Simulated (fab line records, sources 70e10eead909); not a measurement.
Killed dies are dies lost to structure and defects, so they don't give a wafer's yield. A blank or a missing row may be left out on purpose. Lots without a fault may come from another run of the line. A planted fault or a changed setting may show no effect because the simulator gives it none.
fab line records | flow nand_harc
record lots=6 wafers=18 last_day=33
route steps=1302 shown P_ZERO_WELL@50 END@1302
lots that met no fault: from a run of the same line without faults
start_h: hours from the record's first day to the start of the lot's first wafer shown | wait_h: hours since the lot's step before | " the same as in the row above | L1.1+2: a row that stands for several wafers | - no value, or no start given | * or withheld: withheld | < > ~ a bound
route shown NAME@n: a module of which the file shows steps, and the number in the route of the first | usual: mean/standard deviation of fault-free wafers | same: alike in all rows | chamber/n: place in a boat | sites: the reading at each site | _std_site: their standard deviation | _edge_site: outer sites' mean less inner sites' | radius_mm: how far each site lies from the wafer's centre | mask NAME#n: copy n | behind: the tool/chamber that last shaped the wafer | hold: why the lot was held/for how many hours/how that ended | device: the transistor (n, p or np) that didn't switch | end of line: the same wafers' tests at the end of the route | a step without rows: its recipe alone | killed: dies lost to structure and defects at the first sort, not the wafer's yield | map: a wafer's dies, x killed, . not, _ none there
set.NAME: the setting as run; set.NAME@STEP: as run at that earlier step | model.NAME: the simulator's own value behind a step, which no gauge read
lots at some steps of the route; a table a step, a row a wafer
services: from which hour (start_h, from the record's first day; less than 0 if before it) a tool's chamber was out of use, for how many hours, and why
## steps
# step NHARC_P_ZERO_WELL_STRIP_41
# recipe time_s=840 temp_c=130 chemistry=SPM
# step NHARC_P_ZERO_WELL_DEHYDRATE_44
# recipe temp_c=150 time_s=120
# step NHARC_P_ZERO_WELL_HMDS_45
# recipe time_s=30
# step NHARC_P_ZERO_WELL_COAT_46
# recipe spin_rpm=withheld
# step NHARC_P_ZERO_WELL_SOFTBAKE_47
# recipe temp_c=122 time_s=95
# step NHARC_P_ZERO_WELL_EBR_48
# step NHARC_P_ZERO_WELL_EXPOSE_49
# recipe na=0.6 target_cd_nm=2000 dose_mj=22.64 mask_id=P_HVPW
# step NHARC_P_ZERO_WELL_PEB_50
# recipe peb_temp_c=118 peb_time_s=85
# step NHARC_P_ZERO_WELL_DEVELOP_51
# recipe time_s=70
# step NHARC_P_ZERO_WELL_CD_MEAS_52
# recipe target_cd_nm=2000 landing_energy_ev=500
# usual cd_nm=2000.0/1.3
# columns lot.wafer tool chamber start_h wait_h cd_nm
L680.2 cd_sem-01 0 85.72 - 2000.8
L680.3 " 0 " " 1999.3
L680.6 " 0 " " 1998.7
L685.1 cd_sem-03 0 135.73 - 2001.4
L685.2 " 0 " " 2001.3
L685.4 " 0 " " 2001.6
L690.1 cd_sem-02 0 187.67 - 2000.3
L690.3 " 0 " " 2000.6
L690.6 " 0 " " 2000.3
L691.1 cd_sem-01 0 195.62 - 1997.8
L691.4 " 0 " " 1998.1
L691.6 " 0 " " 1997.6
L695.1 cd_sem-03 0 236.00 - 2000.3
L695.2 " 0 " " 1999.6
L695.4 " 0 " " 1999.9
L697.1 cd_sem-03 0 255.72 - 2001.1
L697.4 " 0 " " 2000.0
L697.6 " 0 " " 2001.1
# step NHARC_P_ZERO_WELL_HARDBAKE_53
# recipe temp_c=125 time_s=80
# step NHARC_P_ZERO_WELL_DESCUM_54
# recipe time_s=3 o2_flow_sccm=200 ar_flow_sccm=0 bias_power_w=0 chemistry=O2
# usual drypump_motor_current_A=6.0/0.46 oes_product_au=0.999/0.0068 rf_vpp_V=57.6/0.99 showerhead_plenum_p_Torr=1.88/0.068 throttle_valve_pct=11.311/0.0094
# columns lot.wafer tool chamber start_h wait_h drypump_motor_current_A oes_product_au rf_hours_counter_h rf_vpp_V showerhead_plenum_p_Torr throttle_valve_pct
L680.2 rie_diel-03 3 85.89 - 6.1 0.998 40 58.1 1.93 11.314
L680.3 " 1 " " 5.2 0.989 43 58.4 1.77 11.308
L680.6 " 3 " " 6.1 1.001 - 57.7 1.93 11.317
L685.1 rie_diel-13 2 135.89 - 6.0 0.997 54 57.0 1.95 11.293
L685.4 " 3 " " 6.6 0.992 44 58.3 1.86 11.301
L685.2 " 1 " " 6.4 0.996 49 57.2 1.80 11.317
L690.1 rie_diel-12 3 187.83 - 5.9 1.002 33 55.9 1.77 11.307
L690.3 " 0 " " 6.2 0.998 32 57.3 1.87 11.314
L690.6 " 3 " " 5.9 1.003 - 57.4 1.77 11.319
L691.1 rie_diel-12 1 195.78 - 6.3 0.996 32 57.4 1.78 11.306
L691.6 " 2 " " 6.3 0.989 - 58.9 1.91 11.297
L691.4 " 0 " " 6.2 0.995 - 57.0 1.87 11.308
L695.4 rie_diel-13 1 236.17 - 6.4 0.999 23 54.9 1.79 11.335
L695.2 " 2 " " 6.0 1.009 23 56.8 1.94 11.309
L695.1 " 3 " " 6.6 0.995 21 58.7 1.85 11.312
L697.4 rie_diel-03 2 255.88 - 5.0 0.988 44 57.9 1.88 11.298
L697.1 " 0 " " 6.0 0.995 44 58.8 1.93 11.312
L697.6 " 2 " " 5.0 0.998 - 57.7 1.88 11.293
# step NHARC_P_ZERO_WELL_IMPLANT_55
# recipe energy_kev=180 dose_cm2=8e+11 tilt_deg=7
# usual beam_energy_keV=180.00/0.057 beam_on_s=9.99/0.2
# columns lot.wafer tool chamber start_h wait_h beam_energy_keV beam_on_s
L680.2 implanter-02 0 86.06 0.2 180.01 9.75
L680.3 " 0 " " 179.99 9.97
L680.6 " 0 " " 179.99 9.83
L685.1 implanter-02 0 136.04 0.1 179.96 10.10
L685.2 " 0 " " 179.94 10.13
L685.4 " 0 " " 179.95 10.24
L690.1 implanter-02 - 187.98 0.1 - -
L690.3 " - " " - -
L690.6 " - " " - -
L691.1 implanter-02 - 195.95 0.2 - -
L691.4 " - " " - -
L691.6 " - " " - -
L695.1 implanter-01 0 236.31 0.1 180.05 9.91
L695.2 " 0 " " 180.02 10.25
L695.4 " 0 " " 180.00 9.75
L697.1 implanter-02 0 256.03 0.1 179.97 10.10
L697.4 " 0 " " 179.99 10.10
L697.6 " 0 " " 180.10 9.99
# step NHARC_P_ZERO_WELL_IMPLANT_61
# recipe energy_kev=30 dose_cm2=5e+11 tilt_deg=7
# step NHARC_END_SORT_01
# recipe temp_c=25
# usual killed_at_array=51/17 killed_at_other=1.6/2.1 killed_at_periphery=4/3.2 killed_dies=57/18 killed_open=2.9/1.7 killed_short=2.3/1.3
# same gross_dies=677
# columns lot.wafer tool chamber start_h wait_h killed_at_array killed_at_other killed_at_periphery killed_dies killed_open killed_short
L691.1 prober-02 0 705.94 2.5 54 0 623 677 3 2
L691.4 prober-02 0 708.34 3.4 44 0 633 677 2 4
L691.6 prober-02 0 709.94 4.0 45 0 632 677 2 3
L690.1 prober-02 0 715.24 2.5 67 3 607 677 4 1
L690.3 prober-02 0 716.87 3.1 60 3 614 677 0 2
L690.6 prober-02 0 719.32 4.1 59 0 618 677 2 3
# killed by level:class
L691.1 P_ZERO_WELL:area_implant=621 A_SLIT:chamber_film_flake=24 A_CHANNEL_HOLE_D2:chamber_film_flake=15 A_CHANNEL_FILL_D1:chamber_film_flake=6 A_CONTACT:chamber_film_flake=3 A_M0:geometric_particle:open=2 P_GATE:chamber_film_flake=2 A_ONON_D1:geometric_particle:short=1
L691.4 P_ZERO_WELL:area_implant=628 A_SLIT:chamber_film_flake=19 A_CHANNEL_HOLE_D1:chamber_film_flake=8 A_CHANNEL_HOLE_D2:chamber_film_flake=7 P_GATE:chamber_film_flake=4 A_CHANNEL_FILL_D1:geometric_particle:short=2 A_CHANNEL_FILL_D1:chamber_film_flake=2 P_CONTACT:geometric_particle:short=1
L691.6 P_ZERO_WELL:area_implant=632 A_SLIT:chamber_film_flake=19 A_CHANNEL_HOLE_D2:chamber_film_flake=8 A_CHANNEL_HOLE_D1:chamber_film_flake=4 A_CHANNEL_FILL_D1:chamber_film_flake=3 A_CHANNEL_FILL_D2:chamber_film_flake=3 A_STAIRCASE:chamber_film_flake=2 A_ONON_D1:geometric_particle:open=1
L690.1 P_ZERO_WELL:area_implant=606 A_CHANNEL_HOLE_D1:chamber_film_flake=33 A_SLIT:chamber_film_flake=24 A_CHANNEL_FILL_D2:chamber_film_flake=3 A_CONTACT:chamber_film_flake=2 THIN_TSV:chamber_film_flake=2 P_GATE:geometric_particle:open=1 A_CHANNEL_FILL_D2:geometric_particle:open=1
L690.3 P_ZERO_WELL:area_implant=614 A_CHANNEL_HOLE_D1:chamber_film_flake=25 A_SLIT:chamber_film_flake=24 A_CONTACT:chamber_film_flake=5 THIN_TSV:chamber_film_flake=3 A_SOURCE_PLATE:geometric_particle:short=1 A_CHANNEL_FILL_D2:geometric_particle:short=1 A_ZERO_WELL:chamber_film_flake=1
L690.6 P_ZERO_WELL:area_implant=616 A_CHANNEL_HOLE_D1:chamber_film_flake=30 A_SLIT:chamber_film_flake=22 A_CONTACT:chamber_film_flake=2 P_M0:geometric_particle:short=1 P_M1:geometric_particle:short=1 A_CHANNEL_FILL_D1:geometric_particle:open=1 A_WL_FILL:geometric_particle:short=1
# map L690.1 (x killed, . not)
____________x____________
_________xxxxxxx_________
_______xxxxxxxxxxx_______
______xxxxxxxxxxxxx______
_____xxxxxxxxxxxxxxx_____
____xxxxxxxxxxxxxxxxx____
____xxxxxxxxxxxxxxxxx____
___xxxxxxxxxxxxxxxxxxx___
___xxxxxxxxxxxxxxxxxxx___
__xxxxxxxxxxxxxxxxxxxxx__
__xxxxxxxxxxxxxxxxxxxxx__
_xxxxxxxxxxxxxxxxxxxxxxx_
_xxxxxxxxxxxxxxxxxxxxxxx_
_xxxxxxxxxxxxxxxxxxxxxxx_
_xxxxxxxxxxxxxxxxxxxxxxx_
_xxxxxxxxxxxxxxxxxxxxxxx_
xxxxxxxxxxxxxxxxxxxxxxxxx
xxxxxxxxxxxxxxxxxxxxxxxxx
xxxxxxxxxxxxxxxxxxxxxxxxx
xxxxxxxxxxxxxxxxxxxxxxxxx
xxxxxxxxxxxxxxxxxxxxxxxxx
_xxxxxxxxxxxxxxxxxxxxxxx_
_xxxxxxxxxxxxxxxxxxxxxxx_
_xxxxxxxxxxxxxxxxxxxxxxx_
_xxxxxxxxxxxxxxxxxxxxxxx_
_xxxxxxxxxxxxxxxxxxxxxxx_
__xxxxxxxxxxxxxxxxxxxxx__
__xxxxxxxxxxxxxxxxxxxxx__
___xxxxxxxxxxxxxxxxxxx___
___xxxxxxxxxxxxxxxxxxx___
____xxxxxxxxxxxxxxxxx____
____xxxxxxxxxxxxxxxxx____
_____xxxxxxxxxxxxxxx_____
______xxxxxxxxxxxxx______
_______xxxxxxxxxxx_______
_________xxxxxxx_________
____________x____________
# map L691.1 (x killed, . not)
____________x____________
_________xxxxxxx_________
_______xxxxxxxxxxx_______
______xxxxxxxxxxxxx______
_____xxxxxxxxxxxxxxx_____
____xxxxxxxxxxxxxxxxx____
____xxxxxxxxxxxxxxxxx____
___xxxxxxxxxxxxxxxxxxx___
___xxxxxxxxxxxxxxxxxxx___
__xxxxxxxxxxxxxxxxxxxxx__
__xxxxxxxxxxxxxxxxxxxxx__
_xxxxxxxxxxxxxxxxxxxxxxx_
_xxxxxxxxxxxxxxxxxxxxxxx_
_xxxxxxxxxxxxxxxxxxxxxxx_
_xxxxxxxxxxxxxxxxxxxxxxx_
_xxxxxxxxxxxxxxxxxxxxxxx_
xxxxxxxxxxxxxxxxxxxxxxxxx
xxxxxxxxxxxxxxxxxxxxxxxxx
xxxxxxxxxxxxxxxxxxxxxxxxx
xxxxxxxxxxxxxxxxxxxxxxxxx
xxxxxxxxxxxxxxxxxxxxxxxxx
_xxxxxxxxxxxxxxxxxxxxxxx_
_xxxxxxxxxxxxxxxxxxxxxxx_
_xxxxxxxxxxxxxxxxxxxxxxx_
_xxxxxxxxxxxxxxxxxxxxxxx_
_xxxxxxxxxxxxxxxxxxxxxxx_
__xxxxxxxxxxxxxxxxxxxxx__
__xxxxxxxxxxxxxxxxxxxxx__
___xxxxxxxxxxxxxxxxxxx___
___xxxxxxxxxxxxxxxxxxx___
____xxxxxxxxxxxxxxxxx____
____xxxxxxxxxxxxxxxxx____
_____xxxxxxxxxxxxxxx_____
______xxxxxxxxxxxxx______
_______xxxxxxxxxxx_______
_________xxxxxxx_________
____________x____________
## services
# columns tool chamber start_h hours kind
implanter-02 - 64.63 2.0 repair
rie_diel-12 0 70.45 - clean
rie_diel-12 1 70.45 - clean
rie_diel-12 2 70.45 - clean
rie_diel-12 3 70.45 - clean
rie_diel-13 0 70.61 - clean
rie_diel-13 1 70.61 - clean
implanter-01 - 79.68 9.3 repair
rie_diel-12 1 87.26 4.3 repair
rie_diel-03 1 89.35 12.3 repair
rie_diel-12 - 91.56 9.0 pm
rie_diel-03 - 104.33 9.0 pm
implanter-01 - 112.33 1.5 repair
rie_diel-12 0 131.76 2.1 repair
implanter-02 - 146.00 13.0 pm
rie_diel-03 0 155.76 11.8 repair
rie_diel-12 1 159.57 2.8 repair
rie_diel-13 - 165.08 9.0 pm
rie_diel-13 0 187.06 2.8 repair
rie_diel-12 3 193.36 5.1 repair
rie_diel-03 3 206.14 10.4 repair
implanter-02 - 225.31 2.9 repair
rie_diel-13 3 245.28 6.7 repair
rie_diel-13 2 254.17 14.4 repair
## key
first_sign step=NHARC_P_ZERO_WELL_IMPLANT_55 reading=tool_record direction=missing
effect step=NHARC_END_SORT_01 reading=killed_at_periphery direction=up sigmas=99+ usual=4 struck=621
more_kills_born_at NHARC_P_ZERO_WELL_IMPLANT_55@implanter-02=3717
met_at NHARC_P_ZERO_WELL_IMPLANT_55
struck_wafers L690.1,L690.3,L690.6,L691.1,L691.4,L691.6
later_rows_left_out L690.1,L690.3,L690.6,L691.1,L691.4,L691.6
tester_left_out L690,L691
onset_between 136.04 187.98
fault kind=skipped_step_whole tool=implanter-02 chamber=- onset_h=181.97 steps=NHARC_P_ZERO_WELL_IMPLANT_55 scope=struck_lots_only
# tester_left_out: of these lots the tester's yield and bins aren't shown, on N5 and GAA mostly nor the transistor test; their killed dies are dies lost to structure and defects alone, not to doping, threshold or leakage, so they don't give the yield
# later_rows_left_out: the simulator's readings of these wafers behind a module that went badly wrong aren't trusted and aren't shown, but for the sort
